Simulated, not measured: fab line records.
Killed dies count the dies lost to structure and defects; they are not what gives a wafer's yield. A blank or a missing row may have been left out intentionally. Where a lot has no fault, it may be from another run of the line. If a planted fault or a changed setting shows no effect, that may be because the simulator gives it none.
fab line records	flow nand-harc
record lots=12	wafers=33	last-day=34
route steps=1302 shown A_STAIRCASE@738 A_SGD_CUT@890 END@1302
lots untouched by any fault: they come from a run of this same line in which no faults occurred
start-h: the number of hours between the record's first day and the start of the first shown wafer of the lot	wait-h: time in hours since the lot's previous step	" same as the row above	L1.1+2: a single row standing in for several wafers	- no value, or no start given	* or withheld: withheld	< > ~ a bound
route shown NAME@n: NAME is a module with steps in the file, n the number in the route of the first one	usual: mean/standard deviation of fault-free wafers	same: alike in all rows	chamber/n: place in a boat	sites: each site's reading	_std_site: the values' standard deviation	_edge_site: the outer-site mean with the inner-site mean subtracted	radius-mm: for every site, how far away it sits from the centre of the wafer	mask NAME#n: copy n	behind: the tool/chamber that last shaped the wafer	hold: what put the lot on hold/how long, in hours/how the hold closed	device: names the non-switching transistor (n, p or np)	end of line: the tests these same wafers got at the end of their route	a step with no rows: only its recipe	killed: not the wafer's yield, but the dies lost to structure and defects at the first sort	map: the dies of a wafer, with x for killed, . for not killed, _ for no die there
set.NAME: the setting that was run; set.NAME@STEP: the one run at that earlier step	model.NAME: the simulator's own value behind a step, which no gauge read
steps of the route over a sample of lots; a table a step, a row a wafer
services: from which hour (start-h, from the record's first day; less than 0 if before it) a tool's chamber was out of use, for how many hours, and why
## steps
# step NHARC_A_STAIRCASE_TRIM_224
# recipe time-s=211.2	o2-flow-sccm=500	ar-flow-sccm=0	bias-w=0	chemistry=O2
# usual chamber-pressure-mTorr=59.99/0.057	drypump-motor-current-A=6.16/0.23	oes-product-au=0.998/0.0088	rf-vpp-V=57.8/0.92	showerhead-plenum-p-Torr=3.53/0.17	throttle-valve-pct=17.037/0.0084
lot.wafer	tool	chamber	start-h	wait-h	chamber-pressure-mTorr	drypump-motor-current-A	oes-product-au	rf-hours-counter-h	rf-vpp-V	showerhead-plenum-p-Torr	throttle-valve-pct
L510.2	rie-diel-05	2	350.41	-	60.01	6.13	1.001	34	58.3	3.39	17.039
L510.5	"	2	"	"	59.96	6.12	1.003	-	58.7	3.39	17.037
L510.6	"	3	"	"	59.99	6.39	1.009	-	56.3	3.28	17.033
L511.2	rie-diel-09	2	367.89	-	60.04	6.28	1.009	13	57.2	3.37	17.034
L511.6	"	0	"	"	59.97	6.43	0.988	-	57.6	3.36	17.038
L511.5	"	1	"	"	59.94	5.55	0.998	-	57.5	3.73	17.029
L512.1	rie-diel-05	1	390.42	-	60.01	6.10	1.000	45	57.3	3.44	17.014
L512.2	"	2	"	"	59.99	6.13	0.996	44	59.7	3.39	17.030
L512.6	"	0	"	"	60.04	5.85	1.018	-	59.7	3.47	17.055
L513.3	rie-diel-05	1	396.27	-	60.04	6.10	0.993	49	57.5	3.44	17.037
L513.1	"	2	"	"	60.02	6.11	0.998	46	58.0	3.38	17.028
L513.5	"	1	"	"	59.89	6.09	0.990	-	57.9	3.44	17.029
L514.4	rie-diel-09	1	396.90	-	60.07	5.54	1.003	23	58.8	3.73	17.028
L514.3	"	2	"	"	60.08	6.27	1.001	24	57.3	3.37	17.048
L514.2	"	0	"	"	60.06	6.39	1.004	22	57.0	3.35	17.026
L516.3	rie-diel-05	2	423.58	-	59.99	6.13	1.000	3	58.0	3.38	17.044
L516.5	"	3	"	"	59.91	6.39	0.994	-	59.2	3.80	17.045
L516.6	"	0	"	"	60.08	5.88	1.008	-	57.8	3.46	17.039
L517.4	rie-diel-08	2	428.84	-	60.00	6.36	0.993	18	58.1	3.80	17.027
L517.5	"	0	"	"	60.09	6.43	1.002	-	57.6	3.55	17.034
L517.6	"	1	"	"	59.98	5.94	1.003	-	58.2	3.76	17.047
L518.1	rie-diel-05	2	448.06	-	60.02	6.13	1.008	12	58.2	3.38	17.031
L518.2	"	3	"	"	60.05	6.39	0.998	12	59.4	3.80	17.042
L518.4	"	0	"	"	59.96	5.84	1.019	13	58.1	3.46	17.037
L526.4	rie-diel-05	2	516.02	-	59.93	6.11	0.989	36	57.9	3.36	17.025
L527.3	rie-diel-05	3	534.22	-	59.96	6.39	0.978	43	58.3	3.78	17.047
L527.6	"	2	"	"	59.97	6.14	0.995	-	58.4	3.36	17.028
L532.4	rie-diel-08	1	584.86	-	60.00	5.94	1.014	7	57.4	3.74	17.042
L532.1	"	2	"	"	59.97	6.33	0.991	9	57.7	3.77	17.027
L532.6	"	3	"	"	59.85	6.29	1.000	-	57.8	3.37	17.047
L533.3	rie-diel-05	1	612.59	-	59.99	6.08	1.001	6	58.4	3.41	17.040
L533.2	"	3	"	"	59.99	6.38	1.001	8	58.0	3.77	17.034
L533.5	"	0	"	"	60.00	5.90	0.995	-	56.6	3.44	17.033
# step NHARC_A_STAIRCASE_CMP_152
# usual motor-current-A=12.0/1.5
lot.wafer	tool	chamber	start-h	wait-h	motor-current-A
L510.2	cmp-01	3	423.25	0.1	10.4
L510.6	"	1	"	"	12.4
L510.5	"	2	"	"	12.3
L511.2	cmp-03	3	444.38	0.1	11.4
L511.6	"	3	"	"	11.7
L511.5	"	0	"	"	15.6
L512.1	cmp-04	3	459.44	0.1	10.3
L512.2	"	0	"	"	12.2
L512.6	"	2	"	"	10.9
L514.2	cmp-01	1	470.56	0.1	12.3
L514.4	"	2	"	"	11.7
L514.3	"	3	"	"	10.9
L513.3	cmp-03	0	471.69	0.1	14.7
L513.1	"	2	"	"	11.7
L513.5	"	3	"	"	11.4
L516.3	cmp-01	0	496.71	0.1	13.5
L516.5	"	3	"	"	10.9
L516.6	"	0	"	"	12.8
L517.4	cmp-04	1	496.77	0.1	12.9
L517.6	"	1	"	"	12.8
L517.5	"	2	"	"	11.5
L518.2	cmp-01	1	516.12	0.1	13.0
L518.1	"	2	"	"	12.2
L518.4	"	3	"	"	10.5
L526.4	cmp-04	1	583.59	0.1	12.4
L527.3	cmp-01	0	612.00	0.1	13.7
L527.6	"	3	"	"	10.1
L532.4	cmp-03	3	659.49	0.1	11.9
L532.1	"	1	"	"	10.1
L532.6	"	3	"	"	11.2
L533.3	cmp-04	3	686.83	0.1	11.1
L533.2	"	0	"	"	11.7
L533.5	"	2	"	"	11.6
# step NHARC_A_STAIRCASE_ETCHBACK_422
# recipe target-depth-a=400	over-etch-frac=0.3	time-s=74.286	ion-energy-ev=120	ch3f-flow-sccm=50	o2-flow-sccm=30	ar-flow-sccm=200	rf-w=500	bias-w=100	chemistry=CH3F/O2
# usual chamber-pressure-mTorr=25.000/0.023	drypump-motor-current-A=6.15/0.25	oes-product-au=0.95/0.035	rf-vpp-V=244.4/1.8	showerhead-plenum-p-Torr=2.46/0.13	throttle-valve-pct=20.664/0.009
lot.wafer	tool	chamber	start-h	wait-h	chamber-pressure-mTorr	drypump-motor-current-A	oes-product-au	rf-hours-counter-h	rf-vpp-V	showerhead-plenum-p-Torr	throttle-valve-pct
L510.2	rie-diel-08	3	423.71	0.2	24.995	6.28	0.98	14	243.9	2.36	20.656
L510.6	"	1	"	"	24.988	5.95	1.00	-	246.4	2.63	20.650
L510.5	"	2	"	"	24.993	6.33	0.99	-	246.2	2.65	20.671
L511.2	rie-diel-05	0	444.88	0.2	24.965	5.84	0.94	12	244.6	2.41	20.655
L511.6	"	1	"	"	25.024	6.07	0.92	-	243.2	2.39	20.676
L511.5	"	2	"	"	25.008	6.11	0.92	-	243.7	2.35	20.666
L512.1	rie-diel-05	2	459.89	0.1	25.020	6.11	1.00	15	243.3	2.35	20.673
L512.2	"	1	"	"	25.004	6.07	0.99	15	244.2	2.39	20.675
L512.6	"	1	"	"	24.963	6.11	0.99	-	244.3	2.39	20.656
L514.2	rie-diel-08	2	471.03	0.1	25.024	6.33	1.00	29	246.1	2.65	20.654
L514.4	"	0	"	"	24.997	6.42	0.99	34	243.8	2.47	20.669
L514.3	"	1	"	"	25.006	5.93	1.00	34	246.8	2.62	20.666
L513.3	rie-diel-08	2	472.17	0.2	24.989	6.30	0.92	30	245.7	2.65	20.678
L513.1	"	3	"	"	24.998	6.27	0.92	27	241.3	2.36	20.655
L513.5	"	2	"	"	24.961	6.30	0.92	-	246.5	2.65	20.677
L516.3	rie-diel-05	0	497.20	0.2	25.012	5.84	0.94	17	242.7	2.41	20.656
L516.5	"	1	"	"	25.031	6.05	0.92	-	243.6	2.38	20.657
L516.6	"	2	"	"	25.028	6.12	0.93	-	242.8	2.34	20.672
L517.5	rie-diel-08	2	497.29	0.2	24.995	6.32	0.91	-	245.7	2.65	20.672
L517.6	"	3	"	"	25.014	6.28	0.91	-	244.1	2.36	20.667
L517.4	"	0	"	"	24.992	6.44	0.92	-	244.6	2.46	20.670
L518.2	rie-diel-09	3	516.58	0.1	25.017	6.00	1.00	5	245.8	2.54	20.683
L518.4	"	1	"	"	25.010	5.55	1.00	3	246.2	2.59	20.679
L518.1	"	2	"	"	25.021	6.31	1.00	5	243.1	2.33	20.678
L526.4	rie-diel-08	1	584.14	0.3	24.957	5.92	0.94	7	246.9	2.61	20.679
L527.3	rie-diel-09	2	612.48	0.2	24.985	6.30	0.93	36	242.2	2.32	20.663
L527.6	"	3	"	"	24.993	6.01	0.93	-	246.1	2.53	20.661
L532.4	rie-diel-08	0	659.95	0.2	24.996	6.40	0.93	33	243.9	2.45	20.674
L532.1	"	2	"	"	24.961	6.31	0.93	39	245.4	2.62	20.670
L532.6	"	3	"	"	25.012	6.31	0.93	-	242.5	2.33	20.644
L533.2	rie-diel-09	1	687.28	0.1	24.966	5.53	0.99	1	246.0	2.57	20.654
L533.3	"	2	"	"	25.010	6.32	1.00	1	241.7	2.31	20.664
L533.5	"	1	"	"	25.006	5.54	1.00	-	244.2	2.57	20.668
# step NHARC_A_SGD_CUT_DEP_00
# recipe target-thk-a=500	temp-c=400	target-thk-nm=50	flow-sccm=200	rf-w=450	material=SiNx
# usual heater-power-w=733/100	susceptor-temp-C=400.04/0.21
lot.wafer	tool	chamber	start-h	wait-h	hold	heater-power-w	susceptor-temp-C
L510.2	pecvd-04	1	425.06	0.1	-	857	400.14
L510.6	"	0	"	"	-	736	399.82
L510.5	"	1	"	"	-	864	400.15
L511.2	pecvd-04	1	446.36	0.3	-	1008	399.78
L511.5	"	2	"	"	-	541	400.08
L511.6	"	0	"	"	-	756	400.10
L512.1	pecvd-01	0	461.24	0.1	-	709	400.29
L512.2	"	2	"	"	-	684	400.52
L512.6	"	1	"	"	-	643	400.12
L514.2	pecvd-03	2	472.36	0.1	-	858	399.91
L514.3	"	0	"	"	-	602	399.82
L514.4	"	0	"	"	-	621	400.33
L513.3	pecvd-01	2	473.55	0.1	-	812	400.13
L513.1	"	1	"	"	-	740	399.89
L513.5	"	0	"	"	-	675	399.97
L516.3	pecvd-04	1	498.48	0.1	-	956	399.84
L516.5	"	2	"	"	-	552	399.96
L516.6	"	0	"	"	-	724	400.00
L517.5	pecvd-03	0	498.74	0.1	-	666	399.88
L517.4	"	1	"	"	-	655	400.32
L517.6	"	2	"	"	-	851	400.00
L518.1	pecvd-04	1	517.91	0.1	-	952	399.85
L518.2	"	2	"	"	-	647	399.89
L518.4	"	0	"	"	-	723	400.20
L526.4	pecvd-01	0	589.79	4.2	await-dispo/4.0h/release	686	400.36
L527.3	pecvd-03	1	615.57	1.7	await-dispo/1.6h/release	665	400.22
L527.6	"	2	"	"	await-dispo/1.6h/release	712	399.83
L532.1	pecvd-03	2	661.26	0.1	-	779	400.47
L532.4	"	2	"	"	-	799	400.29
L532.6	"	0	"	"	-	702	399.78
L533.2	pecvd-01	2	688.65	0.1	-	818	399.96
L533.3	"	0	"	"	-	703	400.21
L533.5	"	1	"	"	-	581	400.36
# step NHARC_A_SGD_CUT_CD_MEAS_09
# recipe target-cd-nm=100	landing-energy-ev=500
# usual cd-nm=100.0/0.58
lot.wafer	tool	chamber	start-h	wait-h	cd-nm
L510.2	cd-sem-03	0	425.82	-	100.5
L510.5	"	0	"	"	100.6
L510.6	"	0	"	"	100.9
L511.2	cd-sem-03	0	447.03	-	101.5
L511.5	"	0	"	"	100.6
L511.6	"	0	"	"	102.1
L512.1	cd-sem-01	0	461.84	-	99.1
L512.2	"	0	"	"	98.8
L512.6	"	0	"	"	99.5
L514.2	cd-sem-03	0	473.08	-	99.9
L514.3	"	0	"	"	99.9
L514.4	"	0	"	"	99.9
L513.1	cd-sem-02	0	474.27	-	100.2
L513.3	"	0	"	"	100.4
L513.5	"	0	"	"	99.9
L516.3	cd-sem-03	0	499.21	-	100.1
L516.5	"	0	"	"	99.8
L516.6	"	0	"	"	100.2
L517.4	cd-sem-03	0	499.38	-	98.5
L517.5	"	0	"	"	98.3
L517.6	"	0	"	"	99.7
L518.1	cd-sem-01	0	518.63	-	100.3
L518.2	"	0	"	"	99.8
L518.4	"	0	"	"	100.2
L526.4	cd-sem-02	0	590.28	-	99.9
L527.3	cd-sem-01	0	616.18	-	99.7
L527.6	"	0	"	"	99.5
L532.1	cd-sem-02	0	661.98	-	99.0
L532.4	"	0	"	"	100.3
L532.6	"	0	"	"	99.7
L533.2	cd-sem-03	0	689.37	-	99.9
L533.3	"	0	"	"	100.2
L533.5	"	0	"	"	99.8
# step NHARC_END_SORT_01
# recipe temp-c=25
# usual killed-at-array=59/20	killed-at-other=0.8/1.2	killed-at-periphery=3.5/2.2	killed-dies=63/20	killed-open=3.3/1.8	killed-short=2.6/1.7
# same gross-dies=677
lot.wafer	tool	chamber	start-h	wait-h	killed-at-array	killed-at-other	killed-at-periphery	killed-dies	killed-open	killed-short
L526.4	prober-02	0	729.08	3.4	114	1	8	123	4	5
L527.3	prober-02	0	748.80	3.1	41	0	1	42	1	0
L527.6	prober-02	0	751.19	4.0	106	0	5	111	3	0
# killed by level:class
L526.4 A_STAIRCASE:unspecified=61 A_SLIT:chamber-film-flake=20 A_CHANNEL_HOLE_D2:chamber-film-flake=15 A_CONTACT:chamber-film-flake=7 P_M2:chamber-film-flake=5 A_STAIRCASE:chamber-film-flake=4 A_SOURCE_PLATE:geometric-particle:short=2 P_CONTACT:geometric-particle:short=1
L527.3 A_CONTACT:chamber-film-flake=13 A_CHANNEL_HOLE_D1:chamber-film-flake=12 A_SLIT:chamber-film-flake=8 A_STAIRCASE:chamber-film-flake=4 A_WL_FILL:chamber-film-flake=2 A_M1:chamber-film-flake=1 A_BLC:geometric-particle:open=1 P_M2:chamber-film-flake=1
L527.6 A_STAIRCASE:unspecified=70 A_CHANNEL_HOLE_D1:chamber-film-flake=11 A_CONTACT:chamber-film-flake=9 A_SLIT:chamber-film-flake=6 A_M1:chamber-film-flake=4 P_BONDPAD:chamber-film-flake=3 A_STAIRCASE:chamber-film-flake=2 P_GATE:geometric-particle:open=1
## services
tool	chamber	start-h	hours	kind
rie-diel-05	1	344.18	2.7	repair
cmp-01	-	348.53	2.3	repair
cmp-01	-	352.04	4.2	repair
rie-diel-08	-	370.21	9.0	pm
cmp-01	-	381.50	4.0	pm
rie-diel-05	-	406.94	9.0	pm
rie-diel-08	3	412.08	4.3	repair
rie-diel-05	1	427.45	4.4	repair
cmp-01	-	432.68	2.5	repair
rie-diel-05	0	450.35	27.5	repair
cmp-01	-	479.50	4.0	pm
rie-diel-08	1	488.52	14.4	repair
rie-diel-09	-	498.03	9.0	pm
cmp-01	-	506.65	1.2	repair
rie-diel-09	1	527.53	4.6	repair
rie-diel-08	-	547.21	9.0	pm
cmp-01	-	577.50	4.0	pm
rie-diel-05	-	583.94	9.0	pm
cmp-01	-	604.26	6.3	repair
rie-diel-08	3	608.46	5.6	repair
rie-diel-08	0	613.68	2.7	repair
rie-diel-05	1	631.90	3.1	repair
rie-diel-08	-	671.24	1.1	repair
rie-diel-08	-	685.94	0.4	repair
## key
first-sign step=NHARC_END_SORT_01	reading=killed-dies	direction=up	sigmas=2.7	usual=63	struck=117
effect step=NHARC_END_SORT_01	reading=killed-at-array	direction=up	sigmas=2.6	usual=59	struck=110
more-kills-born-at NHARC_A_STAIRCASE_TRIM_224@rie-diel-05=131
met-at NHARC_A_STAIRCASE_TRIM_224
struck-lots L526,L527
struck-wafers L526.4,L527.6
tester-left-out L526,L527
not-acting-at NHARC_A_STAIRCASE_CMP_152,NHARC_A_STAIRCASE_ETCHBACK_422,NHARC_A_SGD_CUT_CD_MEAS_09
onset-between 448.06 516.02
fault kind=chamber-particle-source	tool=rie-diel-05	chamber=2	onset-h=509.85	steps=NHARC_A_STAIRCASE_TRIM_224	rate-per-visit-cm2=1.4509	end-h=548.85
# tester-left-out: of these lots the tester's yield and bins aren't shown, on N5 and GAA mostly nor the transistor test; their killed dies are dies lost to structure and defects alone, not to doping, threshold or leakage, so they don't give the yield
